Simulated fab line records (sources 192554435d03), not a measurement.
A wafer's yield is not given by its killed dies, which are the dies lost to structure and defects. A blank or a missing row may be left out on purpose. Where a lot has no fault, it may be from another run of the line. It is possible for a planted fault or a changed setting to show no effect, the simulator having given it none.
Split-lot trial    flow n5-finfet    route with 1938 steps; 7 lots, 38 wafers read

== THE SPLIT ITSELF ==
At N5_MIM_TOP_LITHO_DEVELOP_07 (develop time 60 s), the setting develop-time-s was moved away from the recipe's 60 s on 12 of the 38 wafers read, by -48.6% to +56.1%. This setting was run at the recipe's value on the other wafers.

== SPLIT TO READING: what lies between them in the file, 1 step ==
- N5_MIM_TOP_LITHO_HARDBAKE_09: time 120 s

== THE READING ==
MIM_TOP_LITHO.cd-nm (the simulator's own value, which no gauge read), in nm, at N5_MIM_TOP_LITHO_DESCUM_10 (chemistry O2, time 7.9 s). There is no usual value for it anywhere in the file. Average 1999 nm, standard deviation 2.3 nm, over the 26 wafers here run with the recipe.

wafer   tool, chamber at the split  develop-time-s as run, s  against the recipe  MIM_TOP_LITHO.cd-nm, nm  against lot-mates on the recipe
L076.1  litho-track-04, 0           60                        recipe              2002                     -
L076.2  litho-track-04, 0           60                        recipe              2000                     -
L076.3  litho-track-04, 0           83.15                     +38.6%              1992                     -8
L076.6  litho-track-04, 0           83.15                     +38.6%              1992                     -8
L076.4  litho-track-04, 0           83.15                     +38.6%              1994                     -6
L076.5  litho-track-04, 0           60                        recipe              1997                     -
L077.1  litho-track-03, 0           60                        recipe              2000                     -
L077.2  litho-track-03, 0           60                        recipe              1999                     -
L077.5  litho-track-03, 0           60                        recipe              2002                     -
L083.1  litho-track-03, 0           60                        recipe              2002                     -
L083.2  litho-track-03, 0           60                        recipe              1996                     -
L083.6  litho-track-03, 0           60                        recipe              1996                     -
L083.3  litho-track-03, 0           60                        recipe              2000                     -
L083.4  litho-track-03, 0           60                        recipe              1998                     -
L083.5  litho-track-03, 0           60                        recipe              1999                     -
L085.1  litho-track-04, 0           30.82                     -48.6%              2016                     +19
L085.2  litho-track-04, 0           60                        recipe              1996                     -
L085.3  litho-track-04, 0           60                        recipe              1997                     -
L085.4  litho-track-04, 0           30.82                     -48.6%              2014                     +17
L085.5  litho-track-04, 0           60                        recipe              1999                     -
L085.6  litho-track-04, 0           30.82                     -48.6%              2013                     +16
L087.1  litho-track-05, 0           79.48                     +32.5%              1993                     -6
L087.4  litho-track-05, 0           79.48                     +32.5%              1993                     -6
L087.2  litho-track-05, 0           60                        recipe              1999                     -
L087.5  litho-track-05, 0           60                        recipe              1999                     -
L087.3  litho-track-05, 0           79.48                     +32.5%              1994                     -5
L087.6  litho-track-05, 0           60                        recipe              2000                     -
L088.1  litho-track-04, 0           60                        recipe              2003                     -
L088.2  litho-track-04, 0           93.68                     +56.1%              1989                     -12
L088.3  litho-track-04, 0           60                        recipe              1998                     -
L088.4  litho-track-04, 0           93.68                     +56.1%              1994                     -7
L088.5  litho-track-04, 0           60                        recipe              2001                     -
L088.6  litho-track-04, 0           93.68                     +56.1%              1993                     -8
L096.1  litho-track-03, 0           60                        recipe              1995                     -
L096.3  litho-track-03, 0           60                        recipe              2001                     -
L096.4  litho-track-03, 0           60                        recipe              2001                     -
L096.5  litho-track-03, 0           60                        recipe              1998                     -
L096.6  litho-track-03, 0           60                        recipe              2004                     -

THE FIT
A straight line over all 38 wafers: MIM_TOP_LITHO.cd-nm changes by -0.206 nm for each +1% of develop-time-s; r = -0.89; the points scatter about the line by 2.7 nm.
The same after taking each lot's own level away (the mean of its wafers on the recipe; 38 wafers): -0.231 nm for each +1%; r = -0.91; scatter 2.7 nm.
That fit puts the effect of the largest move of develop-time-s on the reading at 13 nm.
The lots' own levels span 1997.3 to 2000.7 nm, that is 1.5 times the standard deviation above.
So the lot-to-lot level changes the slope: the two fits differ.
Check: with one of the wafers moved furthest among these (+56.1%) left out of the fit, the line predicts -11.9 nm for it against its lot-mates. Against them it came out at -11.7 nm.

== FILE'S OWN FIT ==
MIM_TOP_LITHO.cd-nm changes by -0.221 nm for each +1% of develop-time-s, r = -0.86.
